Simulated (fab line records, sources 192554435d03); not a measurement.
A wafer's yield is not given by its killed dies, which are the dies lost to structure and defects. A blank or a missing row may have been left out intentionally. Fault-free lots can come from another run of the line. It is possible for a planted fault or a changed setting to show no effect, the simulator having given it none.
fab line records | flow n5Finfet
[record] lots = 9 | wafers = 27 | lastDay = 17
route steps=1938 shown BEOL_M4@1040
lots that met no fault: from a run of the same line without faults
startH: hours from the record's first day to the start of the lot's first wafer shown | waitH: how many hours have passed since the lot's step before this one | " identical to the entry in the row above | L1.1+2: a row that stands for several wafers | - no value, or no start given | * or withheld: withheld | < > ~ a bound
route shown NAME@n: a module of which the file shows steps, and the number in the route of the first | usual: mean/standard deviation taken from wafers without a fault | same: alike in all rows | chamber/n: place in a boat | sites: each site's reading | _std_site: the standard deviation of these | _edge_site: inner sites' mean taken away from outer sites' mean | radiusMm: how far each site lies from the wafer's centre | mask NAME#n: copy n | behind: the most recent tool/chamber to have shaped the wafer | hold: the reason the lot was held/the length of the hold in hours/how it ended | device: which transistor (n, p or np) failed to switch | end of line: at the end of the route, the tests of the same wafers | a step without rows: its recipe alone | killed: at the first sort, the dies lost to defects and structure; wafer yield is something else | map: the dies of a wafer, with x for killed, . for not killed, _ for no die there
set.NAME: the run value of the setting; set.NAME@STEP: its run value at that earlier step | model.NAME: the simulator's own value behind a step, which no gauge read
steps of the route over a sample of lots; a table a step, a row a wafer
services: the hour from which a tool's chamber was out of use, counted from the record's first day as startH (under 0 if before that day), plus the number of hours and why
[[steps]]
[step N5_BEOL_M4_ETCH_64]
[recipe] chemistry = N2/H2 | target = SOC | targetDepthA = 750 | overetchA = 225 | maskMaterial = SiARC | tempC = 40 | timeS = 121.9 | ionEnergyEv = 200 | pressureMtorr = 30 | sourceW = 840 | biasW = 150 | n2FlowSccm = 200 | h2FlowSccm = 200
[usual] drypumpMotorCurrentA = 5.6/0.48 | oesProductAu = 0.60/0.063 | rfFwdPowerW = 836.6/2.8 | rfVppV = 524.8/2.2 | showerheadPlenumPTorr = 2.57/0.08 | throttleValvePct = 17.86/0.24
lot.wafer | tool       | chamber | startH | waitH | drypumpMotorCurrentA | oesProductAu | rfFwdPowerW | rfHoursCounterH | rfVppV | showerheadPlenumPTorr | throttleValvePct
L904.1    | rieDiel-06 | 2       | 197.69 | 0.0   | 6.6                  | 0.53         | 835.4       | 234             | 525.1  | 2.60                  | 17.86
L904.3    | "          | 0       | "      | "     | 4.9                  | 0.64         | 834.6       | 53              | 521.4  | 2.48                  | 17.76
L904.5    | "          | 3       | "      | "     | 5.8                  | 0.56         | 830.8       | -               | 523.5  | 2.54                  | 18.03
L905.2    | rieDiel-01 | 3       | 202.34 | 0.0   | 5.2                  | 0.54         | 832.8       | 213             | 525.4  | 2.61                  | 18.19
L905.3    | "          | 0       | "      | "     | 5.2                  | 0.63         | 832.7       | 70              | 521.1  | 2.45                  | 17.65
L905.5    | "          | 0       | "      | "     | 5.1                  | 0.62         | 837.0       | -               | 522.3  | 2.45                  | 17.66
L906.2    | rieDiel-05 | 1       | 216.15 | 0.0   | 5.8                  | 0.60         | 838.2       | 109             | 529.3  | 2.67                  | 17.99
L906.3    | "          | 2       | "      | "     | 5.1                  | 0.52         | 837.7       | 231             | 524.4  | 2.62                  | 18.14
L906.6    | "          | 3       | "      | "     | 5.7                  | 0.63         | 834.2       | -               | 526.4  | 2.68                  | 17.48
L913.1    | rieDiel-01 | 2       | 256.57 | 0.0   | 6.1                  | 0.55         | 839.8       | 215             | 524.8  | 2.63                  | 18.11
L913.5    | "          | 3       | "      | "     | 5.2                  | 0.53         | 837.6       | -               | 525.5  | 2.60                  | 18.22
L913.6    | "          | 0       | "      | "     | 5.2                  | 0.61         | 837.7       | -               | 522.9  | 2.44                  | 17.68
L916.3    | rieDiel-05 | 0       | 273.10 | 0.0   | 6.6                  | 0.72         | 836.1       | 13              | 523.3  | 2.49                  | 17.51
L916.5    | "          | 0       | "      | "     | 6.6                  | 0.72         | 839.6       | -               | 523.1  | 2.49                  | 17.53
L916.6    | "          | 3       | "      | "     | 5.7                  | 0.61         | 836.3       | -               | 526.1  | 2.67                  | 17.52
L917.2    | rieDiel-01 | 2       | 275.18 | 0.0   | 6.1                  | 0.54         | 839.9       | 221             | 524.9  | 2.63                  | 18.13
L917.5    | "          | 2       | "      | "     | 6.1                  | 0.55         | 836.6       | -               | 527.0  | 2.63                  | 18.13
L917.6    | "          | 1       | "      | "     | 5.9                  | 0.66         | 838.8       | -               | 522.0  | 2.48                  | 17.72
L918.1    | rieDiel-01 | 3       | 292.45 | 0.0   | 5.3                  | 0.53         | 837.8       | 245             | 526.5  | 2.59                  | 18.25
L918.2    | "          | 0       | "      | "     | 5.1                  | 0.61         | 833.3       | 100             | 521.0  | 2.44                  | 17.70
L918.4    | "          | 2       | "      | "     | 6.1                  | 0.54         | 833.9       | 227             | 525.5  | 2.63                  | 18.14
L919.4    | rieDiel-05 | 0       | 294.19 | 0.0   | 6.6                  | 0.69         | 838.9       | 21              | 522.8  | 2.49                  | 17.51
L919.5    | "          | 2       | "      | "     | 5.1                  | 0.75         | 838.5       | -               | 525.7  | 2.61                  | 17.78
L919.6    | "          | 1       | "      | "     | 5.8                  | 0.57         | 834.2       | -               | 525.7  | 2.65                  | 18.03
L920.1    | rieDiel-05 | 1       | 299.08 | 0.0   | 5.8                  | 0.58         | 834.6       | 142             | 525.9  | 2.65                  | 18.02
L920.2    | "          | 0       | "      | "     | 6.6                  | 0.70         | 834.4       | 23              | 521.9  | 2.49                  | 17.53
L920.6    | "          | 3       | "      | "     | 5.7                  | 0.60         | 844.3       | -               | 527.2  | 2.67                  | 17.53
[step N5_BEOL_M4_STRIP_19]
[recipe] chemistry = O2 | powerW = 400 | tempC = 40 | pressureMtorr = 30 | rfFrequencyHz = 6e+07 | biasPowerW = 0 | overashFraction = 0.2 | o2FlowSccm = 225
[usual] drypumpMotorCurrentA = 5.6/0.52 | oesProductAu = 0.78/0.085 | rfVppV = 3.7/0.48 | showerheadPlenumPTorr = 2.12/0.061 | throttleValvePct = 16.78/0.28
lot.wafer | tool       | chamber | startH | waitH | drypumpMotorCurrentA | oesProductAu | rfHoursCounterH | rfVppV | showerheadPlenumPTorr | throttleValvePct
L904.1    | rieDiel-05 | 0       | 197.98 | 0.1   | 6.6                  | 0.67         | 245             | 3.1    | 2.06                  | 16.66
L904.3    | "          | 3       | "      | "     | 5.7                  | 0.84         | 56              | 3.1    | 2.20                  | 16.27
L904.5    | "          | 0       | "      | "     | 6.6                  | 0.68         | -               | 4.3    | 2.06                  | 16.67
L905.2    | rieDiel-06 | 2       | 202.63 | 0.1   | 6.6                  | 0.69         | 235             | 4.6    | 2.16                  | 16.94
L905.3    | "          | 0       | "      | "     | 4.9                  | 0.85         | 54              | 4.1    | 2.06                  | 16.75
L905.5    | "          | 3       | "      | "     | 5.8                  | 0.73         | -               | 3.0    | 2.10                  | 16.96
L906.2    | rieDiel-01 | 0       | 216.64 | 0.3   | 5.1                  | 0.81         | 74              | 3.3    | 2.03                  | 16.69
L906.3    | "          | 2       | "      | "     | 6.1                  | 0.73         | 201             | 3.4    | 2.18                  | 16.91
L906.6    | "          | 0       | "      | "     | 5.1                  | 0.82         | -               | 4.4    | 2.03                  | 16.71
L913.1    | rieDiel-01 | 3       | 256.86 | 0.1   | 5.2                  | 0.70         | 233             | 3.1    | 2.17                  | 17.26
L913.5    | "          | 1       | "      | "     | 5.9                  | 0.89         | -               | 4.0    | 2.05                  | 16.55
L913.6    | "          | 2       | "      | "     | 6.1                  | 0.72         | -               | 3.7    | 2.18                  | 16.93
L916.3    | rieDiel-01 | 0       | 273.38 | 0.1   | 5.2                  | 0.79         | 94              | 3.7    | 2.02                  | 16.74
L916.5    | "          | 2       | "      | "     | 6.1                  | 0.72         | -               | 3.2    | 2.18                  | 16.95
L916.6    | "          | 3       | "      | "     | 5.2                  | 0.70         | -               | 4.3    | 2.16                  | 17.25
L917.2    | rieDiel-06 | 1       | 275.46 | 0.1   | 5.2                  | 0.72         | 183             | 3.8    | 2.08                  | 16.60
L917.5    | "          | 0       | "      | "     | 4.9                  | 0.81         | -               | 3.8    | 2.06                  | 16.80
L917.6    | "          | 3       | "      | "     | 5.8                  | 0.71         | -               | 3.2    | 2.09                  | 17.02
L918.1    | rieDiel-05 | 1       | 292.74 | 0.1   | 5.7                  | 0.74         | 140             | 4.3    | 2.18                  | 16.85
L918.2    | "          | 0       | "      | "     | 6.6                  | 0.94         | 20              | 3.5    | 2.05                  | 16.27
L918.4    | "          | 3       | "      | "     | 5.7                  | 0.80         | 93              | 4.2    | 2.19                  | 16.34
L919.4    | rieDiel-06 | 0       | 294.47 | 0.1   | 4.9                  | 0.80         | 87              | 4.7    | 2.05                  | 16.83
L919.5    | "          | 0       | "      | "     | 4.9                  | 0.81         | -               | 3.8    | 2.05                  | 16.82
L919.6    | "          | 1       | "      | "     | 5.1                  | 0.72         | -               | 3.7    | 2.08                  | 16.61
L920.1    | rieDiel-01 | 2       | 299.37 | 0.1   | 6.1                  | 0.70         | 230             | 3.2    | 2.17                  | 16.95
L920.2    | "          | 1       | "      | "     | 5.9                  | 0.86         | 48              | 3.9    | 2.05                  | 16.59
L920.6    | "          | 2       | "      | "     | 6.1                  | 0.71         | -               | 3.4    | 2.17                  | 16.96
[step N5_BEOL_M4_OVL_MEAS_29]
[recipe] pointsPerWafer = 522
[usual] V3_OVL = -0.4/0.72
[same] pointsPerWafer = 522
lot.wafer | tool       | chamber | startH | waitH | V3_OVL[nm]
L904.1    | overlay-02 | 0       | 198.52 | 0.0   | -0.4
L904.3    | "          | 0       | "      | "     | -0.2
L904.5    | "          | 0       | "      | "     | -0.2
L905.2    | overlay-02 | 0       | 203.05 | 0.0   | 1.2
L905.3    | "          | 0       | "      | "     | -0.4
L905.5    | "          | 0       | "      | "     | -1.0
L906.2    | overlay-02 | 0       | 217.07 | 0.0   | 0.2
L906.3    | "          | 0       | "      | "     | 0.4
L906.6    | "          | 0       | "      | "     | 0.1
L913.1    | overlay-01 | 0       | 257.28 | 0.0   | -0.5
L913.5    | "          | 0       | "      | "     | -1.2
L913.6    | "          | 0       | "      | "     | 0.6
L916.3    | overlay-02 | 0       | 273.94 | 0.0   | -1.2
L916.5    | "          | 0       | "      | "     | -1.2
L916.6    | "          | 0       | "      | "     | -0.6
L917.2    | overlay-01 | 0       | 275.88 | 0.0   | -2.2
L917.5    | "          | 0       | "      | "     | -1.5
L917.6    | "          | 0       | "      | "     | -2.1
L918.1    | overlay-01 | 0       | 293.28 | 0.0   | -0.8
L918.2    | "          | 0       | "      | "     | -1.3
L918.4    | "          | 0       | "      | "     | -0.5
L919.4    | overlay-01 | 0       | 295.05 | 0.0   | 0.3
L919.5    | "          | 0       | "      | "     | -0.8
L919.6    | "          | 0       | "      | "     | 0.3
L920.1    | overlay-01 | 0       | 299.91 | 0.0   | 1.0
L920.2    | "          | 0       | "      | "     | -0.1
L920.6    | "          | 0       | "      | "     | 0.3
[step N5_BEOL_M4_ETCHBACK_99]
[recipe] chemistry = CHF3 | target = SiO2 | targetDepthA = 50 | timeS = 10.4 | sourceW = 215 | biasW = 47 | Ar_flow_sccm = 200 | CHF3_flow_sccm = 12 | ionEnergyEv = 100 | pressureMtorr = 30
[usual] drypumpMotorCurrentA = 5.7/0.53 | oesProductAu = 0.78/0.09 | rfFwdPowerW = 212.5/1.3 | rfVppV = 244/3.8 | showerheadPlenumPTorr = 2.18/0.064 | throttleValvePct = 17.14/0.25
lot.wafer | tool       | chamber | startH | waitH | drypumpMotorCurrentA | oesProductAu | rfFwdPowerW | rfHoursCounterH | rfVppV | showerheadPlenumPTorr | throttleValvePct
L904.1    | rieDiel-05 | 3       | 201.65 | 2.9   | 5.7                  | 0.85         | 214.9       | 56              | 240    | 2.27                  | 16.73
L904.3    | "          | 1       | "      | "     | 5.7                  | 0.78         | 211.5       | 104             | 252    | 2.25                  | 17.19
L904.5    | "          | 3       | "      | "     | 5.7                  | 0.84         | 213.9       | -               | 242    | 2.27                  | 16.73
L905.2    | rieDiel-05 | 2       | 205.68 | 2.4   | 5.1                  | 0.97         | 213.1       | 227             | 248    | 2.24                  | 17.53
L905.3    | "          | 3       | "      | "     | 5.7                  | 1.19         | 213.9       | 58              | 241    | 2.27                  | 16.75
L905.5    | "          | 0       | "      | "     | 6.6                  | 0.97         | 212.4       | -               | 241    | 2.13                  | 17.19
L906.2    | rieDiel-05 | 1       | 219.90 | 2.6   | 5.8                  | 1.11         | 211.3       | 111             | 251    | 2.25                  | 17.21
L906.3    | "          | 3       | "      | "     | 5.7                  | 1.19         | 214.5       | 64              | 240    | 2.27                  | 16.77
L906.6    | "          | 1       | "      | "     | 5.7                  | 1.09         | 212.8       | -               | 249    | 2.25                  | 17.21
L913.1    | rieDiel-06 | 1       | 264.63 | 7.1   | 5.1                  | 0.74         | 209.4       | 179             | 239    | 2.15                  | 17.09
L913.5    | "          | 2       | "      | "     | 6.6                  | 0.98         | 210.4       | -               | 244    | 2.21                  | 16.92
L913.6    | "          | 3       | "      | "     | 5.8                  | 0.71         | 212.5       | -               | 240    | 2.12                  | 17.30
L917.2    | rieDiel-01 | 1       | 281.00 | 4.9   | 5.9                  | 0.88         | 212.2       | 41              | 241    | 2.10                  | 16.94
L917.5    | "          | 0       | "      | "     | 5.2                  | 0.79         | 212.7       | -               | 248    | 2.08                  | 17.16
L917.6    | "          | 3       | "      | "     | 5.2                  | 0.69         | 212.6       | -               | 244    | 2.21                  | 17.63
L916.3    | rieDiel-05 | 3       | 284.10 | 9.5   | 5.7                  | 0.80         | 213.6       | 90              | 240    | 2.26                  | 16.79
L916.5    | "          | 3       | "      | "     | 5.7                  | 0.80         | 213.8       | -               | 240    | 2.26                  | 16.79
L916.6    | "          | 0       | "      | "     | 6.6                  | 0.95         | 212.8       | -               | 242    | 2.13                  | 16.76
L919.4    | rieDiel-01 | 2       | 297.31 | 2.0   | 6.1                  | 0.71         | 213.2       | 229             | 239    | 2.21                  | 17.26
L919.5    | "          | 3       | "      | "     | 5.3                  | 0.69         | 212.2       | -               | 244    | 2.21                  | 17.64
L919.6    | "          | 2       | "      | "     | 6.1                  | 0.71         | 213.2       | -               | 238    | 2.21                  | 17.26
L918.1    | rieDiel-05 | 2       | 297.80 | 4.2   | 5.1                  | 1.01         | 214.4       | 4               | 247    | 2.23                  | 17.13
L918.2    | "          | 0       | "      | "     | 6.6                  | 0.93         | 212.6       | 23              | 240    | 2.13                  | 16.78
L918.4    | "          | 3       | "      | "     | 5.7                  | 0.79         | 214.1       | 96              | 241    | 2.25                  | 16.81
L920.1    | rieDiel-01 | 3       | 301.44 | 0.8   | 5.3                  | 0.69         | 212.5       | 248             | 245    | 2.21                  | 17.65
L920.2    | "          | 0       | "      | "     | 5.1                  | 0.78         | 211.9       | 103             | 248    | 2.08                  | 17.19
L920.6    | "          | 0       | "      | "     | 5.1                  | 0.78         | 212.3       | -               | 248    | 2.08                  | 17.19
[step N5_BEOL_M4_RC_MEAS_101]
[usual] DIBL_N = 35.8/1.6 | DIBL_P = 36.0/2.1 | IOFF_N = 0.153/0.026 | IOFF_P = 0.21/0.037 | ION_N = 673/11 | ION_P = 462/7.6 | SS_N = 71.4/0.53 | SS_P = 73.2/0.67 | VT_N = 250/3.2 | VT_P = -250/3.7
lot.wafer | tool      | chamber | startH | waitH | DIBL_N[mV/V] | DIBL_P[mV/V] | IOFF_N[nA/um] | IOFF_P[nA/um] | ION_N[uA/um] | ION_P[uA/um] | SS_N[mV/dec] | SS_P[mV/dec] | VT_N[mV] | VT_P[mV]
L904.1    | prober-01 | 0       | 207.77 | 0.0   | 33.7         | 33.4         | 0.121         | 0.17          | 658          | 458          | 70.6         | 72.8         | 253      | -255
L904.3    | "         | 0       | "      | "     | 33.4         | 32.9         | 0.111         | 0.15          | 653          | 450          | 70.4         | 72.2         | 254      | -253
L904.5    | "         | 0       | "      | "     | 31.5         | 30.3         | 0.091         | 0.13          | 647          | 445          | 70.2         | 72.0         | 256      | -257
L905.2    | prober-02 | 0       | 211.20 | 0.2   | 33.3         | 32.7         | 0.107         | 0.16          | 663          | 457          | 71.0         | 72.5         | 257      | -256
L905.3    | "         | 0       | "      | "     | 36.3         | 35.2         | 0.143         | 0.18          | 666          | 453          | 71.6         | 73.1         | 254      | -251
L905.5    | "         | 0       | "      | "     | 35.0         | 33.4         | 0.119         | 0.17          | 652          | 448          | 71.0         | 73.6         | 255      | -253
L906.2    | prober-01 | 0       | 224.95 | 0.2   | 35.2         | 35.2         | 0.136         | 0.18          | 671          | 462          | 71.4         | 73.4         | 250      | -252
L906.3    | "         | 0       | "      | "     | 35.3         | 35.7         | 0.153         | 0.20          | 688          | 468          | 70.8         | 72.8         | 249      | -249
L906.6    | "         | 0       | "      | "     | 36.4         | 37.6         | 0.168         | 0.22          | 688          | 469          | 71.9         | 72.6         | 246      | -248
L913.1    | prober-02 | 0       | 269.28 | 0.0   | 35.6         | 34.1         | 0.139         | 0.19          | 669          | 461          | 71.6         | 73.0         | 252      | -252
L913.5    | "         | 0       | "      | "     | 37.7         | 36.3         | 0.164         | 0.22          | 667          | 461          | 71.1         | 73.8         | 252      | -251
L913.6    | "         | 0       | "      | "     | 36.3         | 34.5         | 0.134         | 0.19          | 669          | 459          | 71.4         | 73.2         | 251      | -249
L917.2    | prober-02 | 0       | 285.42 | 0.2   | 33.9         | 35.1         | 0.134         | 0.19          | 659          | 463          | 70.9         | 73.0         | 254      | -250
L917.5    | "         | 0       | "      | "     | 35.2         | 36.3         | 0.168         | 0.23          | 673          | 466          | 71.8         | 73.2         | 248      | -246
L917.6    | "         | 0       | "      | "     | 35.8         | 37.1         | 0.181         | 0.23          | 680          | 460          | 72.2         | 73.5         | 249      | -246
L916.3    | prober-01 | 0       | 289.61 | 0.3   | 36.5         | 36.6         | 0.159         | 0.20          | 669          | 459          | 71.4         | 73.7         | 253      | -251
L916.5    | "         | 0       | "      | "     | 37.5         | 37.0         | 0.174         | 0.21          | 680          | 464          | 72.2         | 73.4         | 250      | -249
L916.6    | "         | 0       | "      | "     | 34.7         | 35.0         | 0.136         | 0.18          | 661          | 460          | 70.6         | 72.9         | 253      | -254
L918.1    | prober-02 | 0       | 302.40 | 0.0   | 37.5         | 38.2         | 0.156         | 0.21          | 668          | 458          | 71.6         | 73.6         | 251      | -251
L918.2    | "         | 0       | "      | "     | 38.3         | 39.0         | 0.157         | 0.24          | 672          | 469          | 71.8         | 74.3         | 252      | -250
L918.4    | "         | 0       | "      | "     | 38.3         | 38.8         | 0.167         | 0.22          | 674          | 458          | 71.5         | 73.8         | 248      | -249
L919.4    | prober-01 | 0       | 302.60 | 0.5   | 33.2         | 32.0         | 0.110         | 0.15          | 664          | 457          | 70.9         | 71.6         | 256      | -254
L919.5    | "         | 0       | "      | "     | 34.2         | 32.8         | 0.118         | 0.15          | 667          | 458          | 71.0         | 72.4         | 253      | -256
L919.6    | "         | 0       | "      | "     | 37.3         | 37.4         | 0.188         | 0.24          | 685          | 467          | 71.0         | 73.3         | 246      | -250
L920.1    | prober-01 | 0       | 306.13 | 0.0   | 38.3         | 36.3         | 0.182         | 0.21          | 675          | 454          | 71.5         | 73.9         | 248      | -251
L920.2    | "         | 0       | "      | "     | 34.6         | 32.5         | 0.124         | 0.17          | 668          | 456          | 71.3         | 72.6         | 254      | -253
L920.6    | "         | 0       | "      | "     | 35.0         | 33.8         | 0.136         | 0.18          | 665          | 461          | 71.1         | 73.1         | 249      | -253
[[services]]
tool       | chamber | startH | hours | kind
rieDiel-01 | 1       | 194.65 | 3.8   | repair
rieDiel-05 | 1       | 208.51 | 1.2   | repair
rieDiel-05 | 0       | 212.49 | -     | clean
rieDiel-05 | 0       | 212.49 | -     | consumableReplace:focusRing
rieDiel-05 | 0       | 212.49 | 26.6  | scheduledDown
rieDiel-05 | 0       | 212.49 | 26.6  | ventCycle
rieDiel-06 | -       | 229.49 | 2.8   | pm
rieDiel-06 | 2       | 245.69 | -     | clean
rieDiel-06 | 2       | 245.69 | -     | consumableReplace:focusRing
rieDiel-06 | 2       | 245.69 | 18.1  | scheduledDown
rieDiel-06 | 2       | 245.69 | 18.1  | ventCycle
rieDiel-05 | 1       | 251.98 | 3.1   | repair
rieDiel-05 | 2       | 263.06 | -     | clean
rieDiel-05 | 2       | 263.06 | -     | consumableReplace:focusRing
rieDiel-05 | 2       | 263.06 | 23.8  | scheduledDown
rieDiel-05 | 2       | 263.06 | 23.8  | ventCycle
rieDiel-01 | 2       | 285.88 | 1.5   | repair
rieDiel-01 | 0       | 288.34 | 2.1   | repair
[[key]]
[firstSign] step = N5_BEOL_M4_ETCHBACK_99 | reading = oesProductAu | direction = up | sigmas = 3.4 | usual = 0.78 | struck = 1.09
effect none on later readings
metAt N5_BEOL_M4_ETCHBACK_99
struckLots L905,L906
notActingAt N5_BEOL_M4_ETCH_64,N5_BEOL_M4_STRIP_19,N5_BEOL_M4_OVL_MEAS_29
onsetBetween 201.65 205.68
[fault] kind = processParameterDrift | tool = rieDiel-05 | chamber = - | onsetH = 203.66 | steps = N5_BEOL_M4_ETCHBACK_99 | channel = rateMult | offset = 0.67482 | shape = step | endH = 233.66
